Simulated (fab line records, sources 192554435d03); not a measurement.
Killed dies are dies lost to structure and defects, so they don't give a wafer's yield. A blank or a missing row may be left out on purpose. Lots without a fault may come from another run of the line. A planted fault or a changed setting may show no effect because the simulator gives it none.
Which tool did it? | flow n5_finfet | 24 lots, 72 wafers sampled, at 1 step of a route of 1938

WHAT THE GAUGES READ, wafer by wafer
N5_ZERO_LAYER_CD_MEAS_11: target cd 2000 nm.
lot  | measured    | on        | cd_nm (nm)
L074 | day 1 12:47 | cd_sem-03 | 1999.9 2001.9 1999.7
L075 | day 1 18:46 | cd_sem-02 | 1998.9 1998.7 1996.4
L076 | day 2 00:49 | cd_sem-01 | 2002.8 2003.9 2002.1
L077 | day 2 06:46 | cd_sem-03 | 1998.1 2001.3 2000.2
L078 | day 2 12:38 | cd_sem-03 | 2002.5 2000.8 2001.2
L079 | day 2 18:38 | cd_sem-02 | 2001.5 1999.7 1997.0
L080 | day 3 00:40 | cd_sem-03 | 1999.0 1999.7 2002.7
L081 | day 3 06:39 | cd_sem-02 | 2001.0 2000.5 1999.7
L082 | day 3 12:46 | cd_sem-02 | 2000.9 2000.5 2002.1
L083 | day 3 18:38 | cd_sem-03 | 2002.6 2000.7 2000.3
L084 | day 4 00:46 | cd_sem-02 | 2001.2 2002.2 2002.6
L085 | day 4 06:38 | cd_sem-02 | 2000.9 2001.2 2000.1
L086 | day 4 12:46 | cd_sem-02 | 2001.9 2002.3 2003.4
L087 | day 4 18:40 | cd_sem-02 | 1999.0 1999.3 1999.9
L088 | day 5 00:41 | cd_sem-02 | 1998.0 1999.2 1998.9
L089 | day 5 06:48 | cd_sem-02 | 2001.7 2002.4 2001.0
L090 | day 5 12:47 | cd_sem-03 | 2000.8 1998.9 2000.0
L091 | day 5 18:40 | cd_sem-03 | 2002.0 1998.7 1998.6
L092 | day 6 00:46 | cd_sem-03 | 1999.3 1999.2 1999.9
L093 | day 6 06:46 | cd_sem-02 | 1999.1 2000.0 2000.2
L094 | day 6 12:47 | cd_sem-03 | 1999.0 1998.4 1999.9
L095 | day 6 18:38 | cd_sem-03 | 2001.2 1999.6 2001.2
L096 | day 7 00:39 | cd_sem-02 | 2000.3 1999.9 2002.0
L097 | day 7 06:38 | cd_sem-02 | 2002.6 2001.1 2002.2

WHICH TOOL RAN EACH LOT (tool, then ch and the chambers of the sampled wafers, then the start)
The record holds no process step before these readings.

WHAT THE TOOLS THEMSELVES READ (means of the sampled wafers that have a number; where no wafer has one, the mark that the record gives instead)
The record holds no such reading with a usual standard deviation.

THE ANSWER, worked out from the rows above alone
Rule: what is usual is taken from the lots themselves. Put in order of their means at a reading, lots are off if they are a third of the lots or fewer, leave a main group of 4 or more, and stand apart from it by a gap of 3 or more times the standard deviation of the main group's means; of several such gaps the widest counts. A main group whose means are all the same, to the digits that the tables above print for the reading, isn't used. A lot without any number at a reading at which 4 lots or more have one is off too. The other lots that the step has rows for count as sound. The gauges are gone through in route order, then the tools' own readings, and for those a lot's mean is taken as printed above. The first step at which some lot is off is used, and at that step the reading that is off furthest; a lot without a number counts as furthest.
No lot is off at any reading shown: from this, nothing can be told.

WHAT THE SIMULATOR HAD PUT IN
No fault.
